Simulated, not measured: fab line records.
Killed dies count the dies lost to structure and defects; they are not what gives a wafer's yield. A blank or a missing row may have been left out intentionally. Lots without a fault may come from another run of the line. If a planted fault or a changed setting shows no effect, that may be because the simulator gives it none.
The same fault as seen by 2 desks / flow n5 finfet / each desk has only its own numbers; what lay behind them comes last

## THE DEFECT DESK
Lot by lot, what the route's inspections counted, given as the mean of those sampled wafers with a number. Marked OUT: a lot whose mean sits more than 4 standard deviations from the usual mean, which makes it out of limits; the brackets give that distance.
Columns: A = raw defect count at N5_FIN_SAQP_INSPECT_40, usual 244
lot=L445; first seen here=day 2 21:32; A=165
lot=L446; first seen here=day 3 02:37; A=276
lot=L447; first seen here=day 3 08:52; A=375
lot=L448; first seen here=day 3 16:05; A=216
lot=L449; first seen here=day 3 21:44; A=251
lot=L452; first seen here=day 4 14:25; A=229
lot=L453; first seen here=day 4 23:40; A=165
lot=L454; first seen here=day 5 04:44; A=218
lot=L459; first seen here=day 6 10:07; A=210
lot=L462; first seen here=day 7 02:07; A=188
lot=L463; first seen here=day 7 08:57; A=373
This desk's verdict: no lot among the 11 shows anything out of limits.

## TOOL OWNER'S DESK, litho track-01
The tool's own readings at N5_FIN_CUT_COAT_18 (time 60 s, resist thk 230 nm): means of the sampled wafers that have a number, for each lot that ran on this tool. Marked OUT: a lot whose mean sits more than 4 standard deviations from the usual mean, which makes it out of limits; the brackets give that distance.
Columns: A = heater power total W at N5_FIN_CUT_COAT_18, usual 500.7 W; B = plate temp C at N5_FIN_CUT_COAT_18, usual 250.00 C
lot=L445; first seen here=day 2 21:34; A=500.9; B=249.91
lot=L447; first seen here=day 3 08:54; A=501.2; B=249.95
lot=L449; first seen here=day 3 21:46; A=502.1; B=249.94
lot=L452; first seen here=day 4 14:27; A=501.3; B=249.98
lot=L453; first seen here=day 4 23:42; A=511.9 (+6.6) OUT; B=254.05 (+27) OUT
lot=L454; first seen here=day 5 04:46; A=509.1 (+4.9) OUT; B=253.93 (+26) OUT
This desk finds L453, L454 out of limits, L453 being first, at day 4 23:42 (heater power total W at N5_FIN_CUT_COAT_18). L445, L447, L449, L452 stayed within limits.

## PUT TOGETHER
The tool owner's desk could have raised an alarm at day 4 23:42, on L453, L454.
Nothing out of limits was seen by the defect desk.
The defect desk has L453, L454 on record, within its limits.
On litho track-01, each named lot ran N5_FIN_CUT_COAT_18.

## WHAT WAS PUT IN BY THE SIMULATOR
Process parameters drifting: litho track-01 at N5_FIN_CUT_COAT_18, beginning at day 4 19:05. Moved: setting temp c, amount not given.
Struck lots among those shown: L453, L454.
Delay in hours, fault start to first out-of-limits reading, by desk: the tool owner's desk at 5.
